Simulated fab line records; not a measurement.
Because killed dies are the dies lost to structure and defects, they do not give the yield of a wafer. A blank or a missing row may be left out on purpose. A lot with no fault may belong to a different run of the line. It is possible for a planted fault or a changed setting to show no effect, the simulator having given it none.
Chamber matching :: flow n5_finfet :: 4 sister chambers for N5_BEOL_M7_DESCUM_33 on rie_diel-05
The step chemistry O2, time 7 s. 18 wafers are shown with their chamber, then 9 later ones without.

== WAFERS WITH THEIR CHAMBER ==
wafer: L074.2
chamber: 2
showerhead_plenum_p_Torr (Torr): 2.21
drypump_motor_current_A (A): 5.5
throttle_valve_pct (%): 20.37

wafer: L074.3
chamber: 0
showerhead_plenum_p_Torr (Torr): 2.04
drypump_motor_current_A (A): 6.3
throttle_valve_pct (%): 20.66

wafer: L074.4
chamber: 1
showerhead_plenum_p_Torr (Torr): 2.21
drypump_motor_current_A (A): 5.3
throttle_valve_pct (%): 20.20

wafer: L077.3
chamber: 1
showerhead_plenum_p_Torr (Torr): 2.21
drypump_motor_current_A (A): 5.4
throttle_valve_pct (%): 20.23

wafer: L077.5
chamber: 1
showerhead_plenum_p_Torr (Torr): 2.21
drypump_motor_current_A (A): 5.4
throttle_valve_pct (%): 20.21

wafer: L077.6
chamber: 0
showerhead_plenum_p_Torr (Torr): 2.04
drypump_motor_current_A (A): 6.3
throttle_valve_pct (%): 20.66

wafer: L078.1
chamber: 2
showerhead_plenum_p_Torr (Torr): 2.21
drypump_motor_current_A (A): 5.4
throttle_valve_pct (%): 20.39

wafer: L078.4
chamber: 0
showerhead_plenum_p_Torr (Torr): 2.04
drypump_motor_current_A (A): 6.3
throttle_valve_pct (%): 20.66

wafer: L078.5
chamber: 3
showerhead_plenum_p_Torr (Torr): 2.06
drypump_motor_current_A (A): 5.3
throttle_valve_pct (%): 20.33

wafer: L080.2
chamber: 3
showerhead_plenum_p_Torr (Torr): 2.06
drypump_motor_current_A (A): 5.3
throttle_valve_pct (%): 20.35

wafer: L080.5
chamber: 2
showerhead_plenum_p_Torr (Torr): 2.21
drypump_motor_current_A (A): 5.4
throttle_valve_pct (%): 20.37

wafer: L080.6
chamber: 1
showerhead_plenum_p_Torr (Torr): 2.21
drypump_motor_current_A (A): 5.3
throttle_valve_pct (%): 20.23

wafer: L088.2
chamber: 2
showerhead_plenum_p_Torr (Torr): 2.20
drypump_motor_current_A (A): 5.4
throttle_valve_pct (%): 20.41

wafer: L088.3
chamber: 1
showerhead_plenum_p_Torr (Torr): 2.20
drypump_motor_current_A (A): 5.3
throttle_valve_pct (%): 20.26

wafer: L088.5
chamber: 1
showerhead_plenum_p_Torr (Torr): 2.20
drypump_motor_current_A (A): 5.4
throttle_valve_pct (%): 20.29

wafer: L090.1
chamber: 1
showerhead_plenum_p_Torr (Torr): 2.20
drypump_motor_current_A (A): 5.4
throttle_valve_pct (%): 20.24

wafer: L090.2
chamber: 2
showerhead_plenum_p_Torr (Torr): 2.20
drypump_motor_current_A (A): 5.4
throttle_valve_pct (%): 20.40

wafer: L090.3
chamber: 0
showerhead_plenum_p_Torr (Torr): 2.03
drypump_motor_current_A (A): 6.3
throttle_valve_pct (%): 20.69

SIGNATURES (means of the wafers above)
reading: showerhead_plenum_p_Torr
chamber 0: 2.0375
chamber 1: 2.2057
chamber 2: 2.2060
chamber 3: 2.0600
scatter within a chamber: 0.00512

reading: drypump_motor_current_A
chamber 0: 6.300
chamber 1: 5.357
chamber 2: 5.420
chamber 3: 5.300
scatter within a chamber: 0.0424

reading: throttle_valve_pct
chamber 0: 20.6675
chamber 1: 20.2371
chamber 2: 20.3880
chamber 3: 20.3400
scatter within a chamber: 0.0234
Rule: a wafer lies at a distance from a chamber equal to the root of the sum of squares, over the readings, of (its reading less the chamber's mean, divided by the reading's scatter). If the next closest chamber is less than 2 further off than the closest, the wafer can't be placed; otherwise it belongs to the closest. The scatter is the square root of a quotient: the sum, over the shown wafers, of each reading's squared deviation from its chamber's mean, divided by wafers minus chambers.

== WAFERS MISSING THEIR CHAMBER ==
wafer: L092.4
showerhead_plenum_p_Torr (Torr): 2.05
drypump_motor_current_A (A): 5.4
throttle_valve_pct (%): 20.00

wafer: L092.5
showerhead_plenum_p_Torr (Torr): 2.03
drypump_motor_current_A (A): 6.3
throttle_valve_pct (%): 20.71

wafer: L092.6
showerhead_plenum_p_Torr (Torr): 2.05
drypump_motor_current_A (A): 5.4
throttle_valve_pct (%): 19.99

wafer: L096.1
showerhead_plenum_p_Torr (Torr): 2.05
drypump_motor_current_A (A): 5.3
throttle_valve_pct (%): 19.99

wafer: L096.3
showerhead_plenum_p_Torr (Torr): 2.03
drypump_motor_current_A (A): 6.3
throttle_valve_pct (%): 20.72

wafer: L096.4
showerhead_plenum_p_Torr (Torr): 2.20
drypump_motor_current_A (A): 5.4
throttle_valve_pct (%): 20.44

wafer: L097.1
showerhead_plenum_p_Torr (Torr): 2.05
drypump_motor_current_A (A): 5.3
throttle_valve_pct (%): 20.01

wafer: L097.3
showerhead_plenum_p_Torr (Torr): 2.19
drypump_motor_current_A (A): 5.3
throttle_valve_pct (%): 20.29

wafer: L097.6
showerhead_plenum_p_Torr (Torr): 2.20
drypump_motor_current_A (A): 5.4
throttle_valve_pct (%): 20.45

== EACH ONE'S CHAMBER ==
wafer: L092.4
from the rows above: 3
in truth: 3

wafer: L092.5
from the rows above: 0
in truth: 0

wafer: L092.6
from the rows above: 3
in truth: 3

wafer: L096.1
from the rows above: 3
in truth: 3

wafer: L096.3
from the rows above: 0
in truth: 0

wafer: L096.4
from the rows above: 2
in truth: 2

wafer: L097.1
from the rows above: 3
in truth: 3

wafer: L097.3
from the rows above: can't be placed: 1 or 2
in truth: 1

wafer: L097.6
from the rows above: 2
in truth: 2
Correctly placed: 8 of 9. From these rows, 1 cannot be placed; in 1 the true chamber is one of the candidates. Number placed wrongly: 0.
